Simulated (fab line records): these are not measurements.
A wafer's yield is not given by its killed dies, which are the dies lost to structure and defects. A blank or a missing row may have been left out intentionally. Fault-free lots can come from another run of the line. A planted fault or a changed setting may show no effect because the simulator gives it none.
Which of the tools did it? || flow n5_finfet || 10 lots, 30 wafers sampled, at 4 steps of a route of 1938

WHAT EACH GAUGE READ, for each wafer
N5_BEOL_M4_RC_MEAS_101.
{"lot": "L586", "measured": "day 8 02:04", "on": "prober-01", "RC_P (ohm.um)": "19.5 19.8 19.2"}
{"lot": "L587", "measured": "day 8 01:47", "on": "prober-02", "RC_P (ohm.um)": "19.4 19.0 19.5"}
{"lot": "L588", "measured": "day 8 07:58", "on": "prober-01", "RC_P (ohm.um)": "19.2 19.1 19.4"}
{"lot": "L589", "measured": "day 8 11:07", "on": "prober-01", "RC_P (ohm.um)": "19.3 19.7 19.7"}
{"lot": "L592", "measured": "day 10 05:20", "on": "prober-01", "RC_P (ohm.um)": "18.9 19.6 19.2"}
{"lot": "L593", "measured": "day 9 22:04", "on": "prober-02", "RC_P (ohm.um)": "19.8 19.5 19.8"}
{"lot": "L594", "measured": "day 10 03:40", "on": "prober-02", "RC_P (ohm.um)": "19.3 19.2 19.1"}
{"lot": "L597", "measured": "day 10 20:20", "on": "prober-02", "RC_P (ohm.um)": "18.9 20.2 19.2"}
{"lot": "L601", "measured": "day 12 04:41", "on": "prober-02", "RC_P (ohm.um)": "26.7 26.6 25.9"}
{"lot": "L609", "measured": "day 13 14:23", "on": "prober-01", "RC_P (ohm.um)": "19.3 19.7 19.3"}

WHICH TOOL RAN EACH LOT (tool, then ch and the chambers of the sampled wafers, then the start)
{"lot": "L586", "N5_MOL_CONTACT_COAG_IMPLANT_129": "implanter-02 ch 0, day 4 19:14", "N5_MOL_CONTACT_COAG_TI_SIL_19": "pvd_sputter-02, day 4 19:50", "N5_MOL_CONTACT_COAG_PRE_CLEAN_141": "pvd_sputter-02, day 4 22:06"}
{"lot": "L587", "N5_MOL_CONTACT_COAG_IMPLANT_129": "implanter-02 ch 0, day 5 00:09", "N5_MOL_CONTACT_COAG_TI_SIL_19": "pvd_sputter-01, day 5 01:08", "N5_MOL_CONTACT_COAG_PRE_CLEAN_141": "pvd_sputter-01, day 5 02:06"}
{"lot": "L588", "N5_MOL_CONTACT_COAG_IMPLANT_129": "implanter-01 ch 0, day 5 04:26", "N5_MOL_CONTACT_COAG_TI_SIL_19": "pvd_sputter-03, day 5 04:55", "N5_MOL_CONTACT_COAG_PRE_CLEAN_141": "pvd_sputter-01, day 5 06:59"}
{"lot": "L589", "N5_MOL_CONTACT_COAG_IMPLANT_129": "implanter-01 ch 0, day 5 15:07", "N5_MOL_CONTACT_COAG_TI_SIL_19": "pvd_sputter-01, day 5 15:33", "N5_MOL_CONTACT_COAG_PRE_CLEAN_141": "pvd_sputter-03, day 5 16:26"}
{"lot": "L592", "N5_MOL_CONTACT_COAG_IMPLANT_129": "implanter-01 ch 0, day 6 05:36", "N5_MOL_CONTACT_COAG_TI_SIL_19": "pvd_sputter-01, day 6 07:32", "N5_MOL_CONTACT_COAG_PRE_CLEAN_141": "pvd_sputter-01, day 6 08:59"}
{"lot": "L593", "N5_MOL_CONTACT_COAG_IMPLANT_129": "implanter-02 ch 0, day 6 16:09", "N5_MOL_CONTACT_COAG_TI_SIL_19": "pvd_sputter-01, day 6 16:30", "N5_MOL_CONTACT_COAG_PRE_CLEAN_141": "pvd_sputter-03, day 6 17:13"}
{"lot": "L594", "N5_MOL_CONTACT_COAG_IMPLANT_129": "implanter-02 ch 0, day 6 21:08", "N5_MOL_CONTACT_COAG_TI_SIL_19": "pvd_sputter-01, day 6 21:34", "N5_MOL_CONTACT_COAG_PRE_CLEAN_141": "pvd_sputter-02, day 7 00:02"}
{"lot": "L597", "N5_MOL_CONTACT_COAG_IMPLANT_129": "implanter-01 ch 0, day 7 14:47", "N5_MOL_CONTACT_COAG_TI_SIL_19": "pvd_sputter-02, day 7 16:46", "N5_MOL_CONTACT_COAG_PRE_CLEAN_141": "pvd_sputter-02, day 7 18:49"}
{"lot": "L601", "N5_MOL_CONTACT_COAG_IMPLANT_129": "implanter-01 ch 0, day 8 12:44", "N5_MOL_CONTACT_COAG_TI_SIL_19": "pvd_sputter-02, day 8 13:18", "N5_MOL_CONTACT_COAG_PRE_CLEAN_141": "pvd_sputter-03, day 8 15:43"}
{"lot": "L609", "N5_MOL_CONTACT_COAG_IMPLANT_129": "implanter-02 ch 0, day 10 17:52", "N5_MOL_CONTACT_COAG_TI_SIL_19": "pvd_sputter-03, day 10 18:19", "N5_MOL_CONTACT_COAG_PRE_CLEAN_141": "pvd_sputter-02, day 10 19:52"}
- N5_MOL_CONTACT_COAG_IMPLANT_129
- N5_MOL_CONTACT_COAG_TI_SIL_19: material Ti, target thk 4.2 nm, time 15 s.
- N5_MOL_CONTACT_COAG_PRE_CLEAN_141: time 60 s.

THE ANSWER, worked out from the rows above alone
Rule: the usual values come from the lots themselves. Put in order of their means at a reading, lots are off if they are a third of the lots or fewer, leave a main group of 4 or more, and stand apart from it by a gap of 3 or more times the standard deviation of the main group's means; of several such gaps the widest counts. If all means in a main group match to the digits the tables above print for the reading, that group is not used. Also off: a lot with no number at a reading for which 4 or more lots have one. Any other lot the step has rows for is counted as sound.
Off: L601, seen at N5_BEOL_M4_RC_MEAS_101 (RC_P). The main group: mean 19.4 ohm.um, standard deviation 0.16.
If a tool, at a process step before that reading, ran all the lots that are off and no sound lot after the first of them, it fits. The gauges at N5_BEOL_M4_RC_MEAS_101 are tried like those tools. Can't be told from this: 4 tools fit, implanter-01 at N5_MOL_CONTACT_COAG_IMPLANT_129, pvd_sputter-02 at N5_MOL_CONTACT_COAG_TI_SIL_19, pvd_sputter-03 at N5_MOL_CONTACT_COAG_PRE_CLEAN_141, prober-02 at N5_BEOL_M4_RC_MEAS_101.

WHAT HAD BEEN PUT IN BY THE SIMULATOR
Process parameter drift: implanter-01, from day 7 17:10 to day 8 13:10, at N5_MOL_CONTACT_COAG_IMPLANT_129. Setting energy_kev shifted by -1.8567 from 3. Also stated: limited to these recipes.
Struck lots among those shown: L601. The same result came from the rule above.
